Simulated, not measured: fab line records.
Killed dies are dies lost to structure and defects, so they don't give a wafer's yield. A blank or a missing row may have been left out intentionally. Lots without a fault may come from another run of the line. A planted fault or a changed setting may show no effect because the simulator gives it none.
Chamber matching || flow n5-finfet || N5_PASSIVATION_VIA_ETCH_13 on rie-diel-03 has 4 sister chambers
The step etches SiO2 in CHF3/O2, target depth 660 nm, time 330 s. 8 wafers are shown with their chamber, then 8 later ones without.

== EACH WAFER AND ITS CHAMBER ==
{"wafer": "L075.6", "chamber": 1, "drypump-motor-current-A (A)": 5.9, "showerhead-plenum-p-Torr (Torr)": 2.38}
{"wafer": "L080.4", "chamber": 2, "drypump-motor-current-A (A)": 5.2, "showerhead-plenum-p-Torr (Torr)": 2.44}
{"wafer": "L084.5", "chamber": 0, "drypump-motor-current-A (A)": 5.5, "showerhead-plenum-p-Torr (Torr)": 2.46}
{"wafer": "L084.6", "chamber": 3, "drypump-motor-current-A (A)": 6.6, "showerhead-plenum-p-Torr (Torr)": 2.32}
{"wafer": "L090.1", "chamber": 3, "drypump-motor-current-A (A)": 6.6, "showerhead-plenum-p-Torr (Torr)": 2.31}
{"wafer": "L090.3", "chamber": 2, "drypump-motor-current-A (A)": 5.3, "showerhead-plenum-p-Torr (Torr)": 2.44}
{"wafer": "L090.4", "chamber": 0, "drypump-motor-current-A (A)": 5.5, "showerhead-plenum-p-Torr (Torr)": 2.45}
{"wafer": "L091.2", "chamber": 1, "drypump-motor-current-A (A)": 5.9, "showerhead-plenum-p-Torr (Torr)": 2.38}

== WAFERS WITHOUT THEIR CHAMBER ==
{"wafer": "L091.3", "drypump-motor-current-A (A)": 5.6, "showerhead-plenum-p-Torr (Torr)": 2.45}
{"wafer": "L091.6", "drypump-motor-current-A (A)": 5.6, "showerhead-plenum-p-Torr (Torr)": 2.45}
{"wafer": "L093.1", "drypump-motor-current-A (A)": 6.6, "showerhead-plenum-p-Torr (Torr)": 2.31}
{"wafer": "L093.3", "drypump-motor-current-A (A)": 5.5, "showerhead-plenum-p-Torr (Torr)": 2.45}
{"wafer": "L093.5", "drypump-motor-current-A (A)": 5.9, "showerhead-plenum-p-Torr (Torr)": 2.37}
{"wafer": "L095.2", "drypump-motor-current-A (A)": 6.6, "showerhead-plenum-p-Torr (Torr)": 2.31}
{"wafer": "L095.4", "drypump-motor-current-A (A)": 6.6, "showerhead-plenum-p-Torr (Torr)": 2.31}
{"wafer": "L095.6", "drypump-motor-current-A (A)": 5.9, "showerhead-plenum-p-Torr (Torr)": 2.37}

== EACH ONE'S CHAMBER ==
{"wafer": "L091.3", "from the rows above": 0, "in truth": 0}
{"wafer": "L091.6", "from the rows above": 0, "in truth": 0}
{"wafer": "L093.1", "from the rows above": 3, "in truth": 3}
{"wafer": "L093.3", "from the rows above": 0, "in truth": 0}
{"wafer": "L093.5", "from the rows above": 1, "in truth": 1}
{"wafer": "L095.2", "from the rows above": 3, "in truth": 3}
{"wafer": "L095.4", "from the rows above": 3, "in truth": 3}
{"wafer": "L095.6", "from the rows above": 1, "in truth": 1}
Correct placement for 8 of the 8. From these rows, 0 cannot be placed. Wrongly placed: 0.
How it was worked out, from the rows above alone: a wafer's distance from a chamber is the root of the sum, over the readings, of the square of ((its reading less the chamber's mean) divided by the reading's scatter). The wafer belongs to the nearest chamber; if the next one is less than 2 further off, it can't be placed. For every chamber, the mean is computed from those of its wafers that are shown. The scatter: take each reading less its chamber's mean, square it, sum over the shown wafers, divide by the number of wafers less the number of chambers, and take the root.
